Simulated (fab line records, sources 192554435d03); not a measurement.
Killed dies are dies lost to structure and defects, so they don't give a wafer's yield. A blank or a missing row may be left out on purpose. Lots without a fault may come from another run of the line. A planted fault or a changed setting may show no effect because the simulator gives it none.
Which tool did it? | flow n5_finfet | 7 lots, 21 wafers sampled, at 5 steps of a route of 1938

WHAT THE GAUGES READ, wafer by wafer
N5_FIN_SAQP_INSPECT_40: inspects for defects (brightfield).
lot  | measured    | on                | raw_defect_count
L969 | day 2 15:23 | defect_inspect-02 | 190 218 205
L972 | day 3 08:38 | defect_inspect-01 | 365 383 414
L976 | day 4 09:13 | defect_inspect-01 | 559 433 409
L979 | day 5 02:37 | defect_inspect-01 | 220 147 187
L984 | day 6 08:28 | defect_inspect-02 | 149 179 196
L988 | day 7 08:14 | defect_inspect-01 | 205 140 192
L989 | day 7 14:34 | defect_inspect-02 | 159 166 154

WHICH TOOL RAN EACH LOT (tool, then ch and the chambers of the sampled wafers, then the start)
lot  | N5_FIN_SAQP_ETCH_57               | N5_FIN_SAQP_ETCH_69               | N5_FIN_SAQP_ETCH_67               | N5_FIN_SAQP_STRIP_70
L969 | rie_diel-01 ch 0,2,3, day 2 13:02 | rie_diel-06 ch 2,3, day 2 13:42   | rie_diel-06 ch 2,3, day 2 13:47   | rie_diel-06 ch 2,3, day 2 13:51
L972 | rie_diel-06 ch 2,3, day 3 06:16   | rie_diel-06 ch 0,3, day 3 06:56   | rie_diel-06 ch 0,3, day 3 06:59   | rie_diel-06 ch 0,3, day 3 07:02
L976 | rie_diel-01 ch 0,2,3, day 4 07:04 | rie_diel-06 ch 0,1,2, day 4 07:49 | rie_diel-06 ch 0,1,2, day 4 07:52 | rie_diel-06 ch 0,1,2, day 4 07:55
L979 | rie_diel-06 ch 0,1,2, day 5 00:32 | rie_diel-05 ch 0,1,2, day 5 01:13 | rie_diel-05 ch 0,1,2, day 5 01:16 | rie_diel-05 ch 0,1,2, day 5 01:19
L984 | rie_diel-06 ch 0,1,3, day 6 06:23 | rie_diel-05 ch 1,2,3, day 6 07:04 | rie_diel-05 ch 1,2,3, day 6 07:07 | rie_diel-05 ch 1,2,3, day 6 07:10
L988 | rie_diel-05 ch 0,2,3, day 7 05:59 | rie_diel-01 ch 0,2, day 7 06:43   | rie_diel-01 ch 0,2, day 7 06:47   | rie_diel-01 ch 0,2, day 7 06:49
L989 | rie_diel-01 ch 0,1,2, day 7 12:32 | rie_diel-06 ch 2,3, day 7 13:10   | rie_diel-06 ch 2,3, day 7 13:13   | rie_diel-06 ch 2,3, day 7 13:16
- N5_FIN_SAQP_ETCH_57: etches SiNx in CH3F/O2, target depth 32.5 nm, time 46.4 s.
- N5_FIN_SAQP_ETCH_69: etches SOC in N2/H2, stops on SiNx, target depth 150 nm.
- N5_FIN_SAQP_ETCH_67: etches SiNx in CH3F/O2, target depth 30 nm.
- N5_FIN_SAQP_STRIP_70: strips in N2/H2.

THE ANSWER, worked out from the rows above alone
Rule: what is usual is taken from the lots themselves. Put in order of their means at a reading, lots are off if they are a third of the lots or fewer, leave a main group of 4 or more, and stand apart from it by a gap of 3 or more times the standard deviation of the main group's means; of several such gaps the widest counts. A main group whose means are all the same, to the digits that the tables above print for the reading, isn't used. A lot without any number at a reading at which 4 lots or more have one is off too. The other lots that the step has rows for count as sound.
Off: L972, L976, at N5_FIN_SAQP_INSPECT_40 (raw_defect_count). The main group: mean 180, standard deviation 15.
A tool fits if, at a process step before that reading, it ran every lot that is off, and no sound lot after the first of them. The gauges at N5_FIN_SAQP_INSPECT_40 are tried like those tools. None of those tried fits.

WHAT THE SIMULATOR HAD PUT IN
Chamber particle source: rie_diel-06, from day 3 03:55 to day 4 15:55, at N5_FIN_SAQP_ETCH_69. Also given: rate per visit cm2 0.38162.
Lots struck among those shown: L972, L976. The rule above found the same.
